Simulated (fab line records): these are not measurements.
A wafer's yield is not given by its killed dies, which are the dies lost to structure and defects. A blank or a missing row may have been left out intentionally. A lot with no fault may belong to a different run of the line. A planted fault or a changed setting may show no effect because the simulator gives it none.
Which tool was responsible? | flow nand-harc | 14 lots with 42 wafers sampled at 4 steps, on a route of 1302 steps

WHAT THE GAUGES SHOWED, per wafer
NHARC_P_BONDPAD_CD_MEAS_09: target cd 500 nm.
lot  | measured     | on        | cd-nm (nm)
L489 | day 7 00:06  | cd-sem-02 | 499.5 499.8 499.5
L490 | day 7 14:07  | cd-sem-03 | 496.9 497.6 499.1
L491 | day 8 00:17  | cd-sem-02 | 499.2 499.4 500.8
L493 | day 8 16:07  | cd-sem-03 | 499.9 499.0 498.1
L494 | day 8 22:00  | cd-sem-02 | 500.0 498.3 497.4
L495 | day 9 11:48  | cd-sem-02 | 497.1 494.4 497.3
L496 | day 10 03:02 | cd-sem-01 | 500.8 498.8 500.5
L503 | day 12 17:36 | cd-sem-02 | 497.3 497.6 498.2
L504 | day 13 03:45 | cd-sem-02 | 497.7 497.3 497.7
L507 | day 14 16:17 | cd-sem-02 | 499.5 499.5 499.8
L508 | day 14 22:05 | cd-sem-03 | 500.8 499.9 499.1
L509 | day 15 09:05 | cd-sem-03 | 498.3 497.9 497.8
L510 | day 15 21:21 | cd-sem-03 | 497.3 498.1 499.3
L511 | day 16 04:43 | cd-sem-01 | 501.1 497.9 500.0

NHARC_A_CHANNEL_HOLE_D1_OVL_MEAS_11.
lot  | measured     | on         | overlay-x-nm (nm) | overlay-y-nm (nm)
L489 | day 8 19:23  | overlay-01 | -0.4 -0.4 -0.2    | -1.9 -1.8 -1.8
L490 | day 9 13:22  | overlay-02 | 0.5 0.4 1.5       | 0.7 1.0 0.5
L491 | day 9 20:54  | overlay-01 | 0.3 0.4 -0.1      | -0.3 -0.2 -0.4
L493 | day 10 17:59 | overlay-01 | 0.7 0.8 0.7       | 0.7 0.6 0.1
L494 | day 10 18:11 | overlay-02 | -0.2 -0.6 -0.1    | -1.3 -1.1 -0.7
L495 | day 11 08:35 | overlay-01 | 1.3 1.1 1.4       | 0.0 0.1 0.5
L496 | day 11 20:55 | overlay-02 | -1.3 -0.8 -0.8    | 0.2 0.0 -0.3
L503 | day 14 18:22 | overlay-02 | 0.7 -0.2 0.0      | -0.4 -1.1 -0.6
L504 | day 15 00:32 | overlay-01 | 1.6 2.0 2.4       | -0.1 -0.4 0.1
L507 | day 16 12:08 | overlay-02 | 1.3 1.3 1.7       | -0.8 -0.3 -0.3
L508 | day 16 22:13 | overlay-01 | 0.3 0.6 0.5       | 0.9 -0.2 0.6
L509 | day 17 06:59 | overlay-02 | 0.3 0.5 0.5       | 0.1 -0.1 0.1
L510 | day 17 18:18 | overlay-01 | 0.2 0.1 -0.2      | -0.3 -0.5 -0.4
L511 | day 17 23:55 | overlay-01 | 0.2 -0.6 0.1      | -1.0 -1.1 -1.3

EACH LOT AND THE TOOL THAT RAN IT (in order: tool; ch and the chambers of the sampled wafers; start)
lot  | NHARC_A_ZERO_WELL_RTA_16         | NHARC_A_ONON_D1_DEP_22
L489 | rtp-anneal-02 ch 0, day 7 05:31  | pecvd-onon-04 ch 0, day 8 12:56
L490 | rtp-anneal-02 ch 0, day 7 19:34  | pecvd-onon-04 ch 0, day 9 06:23
L491 | rtp-anneal-01 ch 0, day 8 05:53  | pecvd-onon-02 ch 0, day 9 16:12
L493 | rtp-anneal-02 ch 0, day 8 21:32  | pecvd-onon-01 ch 0, day 10 11:13
L494 | rtp-anneal-02 ch 0, day 9 03:34  | pecvd-onon-04 ch 0, day 10 11:17
L495 | rtp-anneal-02 ch 0, day 9 17:10  | pecvd-onon-04 ch 0, day 11 01:08
L496 | rtp-anneal-01 ch 0, day 10 08:29 | pecvd-onon-04 ch 0, day 11 16:00
L503 | rtp-anneal-01 ch 0, day 12 22:55 | pecvd-onon-02 ch 0, day 14 10:11
L504 | rtp-anneal-02 ch 0, day 13 09:37 | pecvd-onon-02 ch 0, day 14 19:41
L507 | rtp-anneal-02 ch 0, day 14 21:47 | pecvd-onon-01 ch 0, day 16 05:57
L508 | rtp-anneal-02 ch 0, day 15 03:19 | pecvd-onon-01 ch 0, day 16 12:58
L509 | rtp-anneal-01 ch 0, day 15 14:22 | pecvd-onon-04 ch 0, day 17 02:10
L510 | rtp-anneal-01 ch 0, day 16 02:41 | pecvd-onon-01 ch 0, day 17 13:29
L511 | rtp-anneal-01 ch 0, day 16 09:59 | pecvd-onon-02 ch 0, day 17 18:32
- NHARC_A_ZERO_WELL_RTA_16: time 10 s.
- NHARC_A_ONON_D1_DEP_22: target thk 1000 nm.

AS READ BY THE TOOLS THEMSELVES (means over the sampled wafers that have a number; for cases with no such wafer, the mark the record gives instead)
NHARC_A_ZERO_WELL_RTA_16.
lot  | tool          | lamp-power-pct (%) | lamp_zone_4_pct (%) | lamp_zone_7_pct (%) | wafer_temp_C_max
L489 | rtp-anneal-02 | 24                 | 24                  | 25                  | 1005.4
L490 | rtp-anneal-02 | 24                 | 24                  | 25                  | 1006.8
L491 | rtp-anneal-01 | 33                 | 33                  | 34                  | 1004.1
L493 | rtp-anneal-02 | 24                 | 24                  | 25                  | 1004.5
L494 | rtp-anneal-02 | 24                 | 24                  | 25                  | 1005.0
L495 | rtp-anneal-02 | 24                 | 24                  | 25                  | 1005.7
L496 | rtp-anneal-01 | 33                 | 33                  | 34                  | 1004.1
L503 | rtp-anneal-01 | 33                 | 33                  | 34                  | 1003.3
L504 | rtp-anneal-02 | 24                 | 24                  | 25                  | 1006.3
L507 | rtp-anneal-02 | 24                 | 24                  | 25                  | 1004.6
L508 | rtp-anneal-02 | 24                 | 24                  | 25                  | 1004.9
L509 | rtp-anneal-01 | 33                 | 33                  | 34                  | 1004.3
L510 | rtp-anneal-01 | 33                 | 33                  | 34                  | 1002.8
L511 | rtp-anneal-01 | 33                 | 33                  | 34                  | 1004.2

NHARC_A_ONON_D1_DEP_22.
lot  | tool          | n2-flow-sccm (sccm) | n2o-flow-sccm (sccm)
L489 | pecvd-onon-04 | 2755                | 2001
L490 | pecvd-onon-04 | 2743                | 1994
L491 | pecvd-onon-02 | 2751                | 2004
L493 | pecvd-onon-01 | 2762                | 1997
L494 | pecvd-onon-04 | 2748                | 1998
L495 | pecvd-onon-04 | 2761                | 1990
L496 | pecvd-onon-04 | 2758                | 2000
L503 | pecvd-onon-02 | 2746                | 2403
L504 | pecvd-onon-02 | 2744                | 2404
L507 | pecvd-onon-01 | 2741                | 1993
L508 | pecvd-onon-01 | 2749                | 2000
L509 | pecvd-onon-04 | 2756                | 2001
L510 | pecvd-onon-01 | 2759                | 2001
L511 | pecvd-onon-02 | 2758                | 2004

THE ANSWER, worked out from the rows above alone
Rule: what is usual is taken from the lots themselves. The widest of any qualifying gaps counts: lots, ordered by their means at a reading, are off when they make up no more than a third of the lots, leave a main group of 4 or more, and stand apart from it by 3 or more times the standard deviation of that group's means. A main group is skipped when, at the precision printed for the reading in the tables above, its means are all equal. Also off: a lot with no number at a reading for which 4 or more lots have one. The other lots that the step has rows for count as sound. The gauges are gone through in route order, then the tools' own readings, and for those a lot's mean is taken as printed above. At the first step where some lot is off, the reading lying furthest off is the one used; lots without a number count as furthest.
Off, at NHARC_A_ONON_D1_DEP_22 on n2o-flow-sccm: L503, L504. Main group: mean 1999 sccm, sd 4.2.
If a tool, at that step or one of the process steps before it, ran each lot that is off and ran no sound lot following the first of them, it fits. Of those tried, none fits.

WHAT HAD BEEN PUT IN BY THE SIMULATOR
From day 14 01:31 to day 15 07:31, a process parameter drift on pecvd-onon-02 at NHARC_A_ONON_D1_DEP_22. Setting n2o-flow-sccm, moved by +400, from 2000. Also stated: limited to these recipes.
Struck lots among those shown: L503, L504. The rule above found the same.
